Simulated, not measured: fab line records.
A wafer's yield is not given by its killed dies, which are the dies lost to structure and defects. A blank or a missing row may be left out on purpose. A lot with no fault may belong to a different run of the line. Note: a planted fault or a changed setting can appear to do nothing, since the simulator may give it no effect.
Matching of chambers | flow nand harc | 4 sister chambers for NHARC_A_STAIRCASE_TRIM_229 on rie diel-01
The step chemistry O2, time 211.2 s. 14 wafers are shown with their chamber, then 7 later ones without.

EACH WAFER AND ITS CHAMBER
wafer  | chamber | drypump motor current A (A) | showerhead plenum p Torr (Torr) | o2 flow sccm (sccm)
L076.1 | 2       | 5.5                         | 3.50                            | 501.1
L076.2 | 0       | 5.4                         | 3.78                            | 499.7
L076.4 | 1       | 6.0                         | 3.57                            | 498.8
L077.3 | 2       | 5.5                         | 3.49                            | 501.4
L077.4 | 3       | 6.1                         | 3.74                            | 498.6
L077.5 | 0       | 5.4                         | 3.78                            | 498.3
L079.1 | 3       | 6.1                         | 3.74                            | 499.4
L079.2 | 2       | 5.5                         | 3.49                            | 501.0
L079.3 | 1       | 6.0                         | 3.56                            | 498.3
L083.2 | 3       | 6.1                         | 3.73                            | 499.7
L083.3 | 1       | 6.0                         | 3.55                            | 499.7
L083.6 | 3       | 6.2                         | 3.73                            | 502.2
L090.2 | 3       | 6.1                         | 3.72                            | 501.6
L090.3 | 2       | 5.5                         | 3.47                            | 499.1

SIGNATURES, as means of the wafers listed above
reading                  | chamber 0 | chamber 1 | chamber 2 | chamber 3 | scatter within a chamber
drypump motor current A  | 5.400     | 6.000     | 5.500     | 6.120     | 0.0283
showerhead plenum p Torr | 3.7800    | 3.5600    | 3.4875    | 3.7320    | 0.00977
o2 flow sccm             | 499.000   | 498.933   | 500.650   | 500.300   | 1.21
Rule: for a wafer and a chamber, the distance is found by dividing, reading by reading, the gap between the wafer's reading and the chamber's mean by the reading's scatter, squaring, summing and taking the root. If the next closest chamber is less than 2 further off than the closest, the wafer can't be placed; otherwise it belongs to the closest. The scatter: the root of (the sum of the squares of (reading less its chamber's mean) over the shown wafers, divided by (wafers less chambers)).

WAFERS WHOSE CHAMBER IS MISSING
wafer  | drypump motor current A (A) | showerhead plenum p Torr (Torr) | o2 flow sccm (sccm)
L090.6 | 6.0                         | 3.54                            | 498.4
L092.1 | 6.0                         | 3.54                            | 501.7
L092.2 | 6.1                         | 3.71                            | 501.9
L092.5 | 5.4                         | 3.75                            | 498.5
L096.2 | 5.5                         | 3.46                            | 500.7
L096.3 | 6.0                         | 3.53                            | 500.1
L096.4 | 5.4                         | 3.74                            | 499.3

CHAMBER TAKEN BY EACH
wafer  | from the rows above | in truth
L090.6 | 1                   | 1
L092.1 | 1                   | 1
L092.2 | 3                   | 3
L092.5 | 0                   | 0
L096.2 | 2                   | 2
L096.3 | 1                   | 1
L096.4 | 0                   | 0
Correct placement for 7 of the 7. Not placeable from these rows: 0. Wrongly placed: 0.
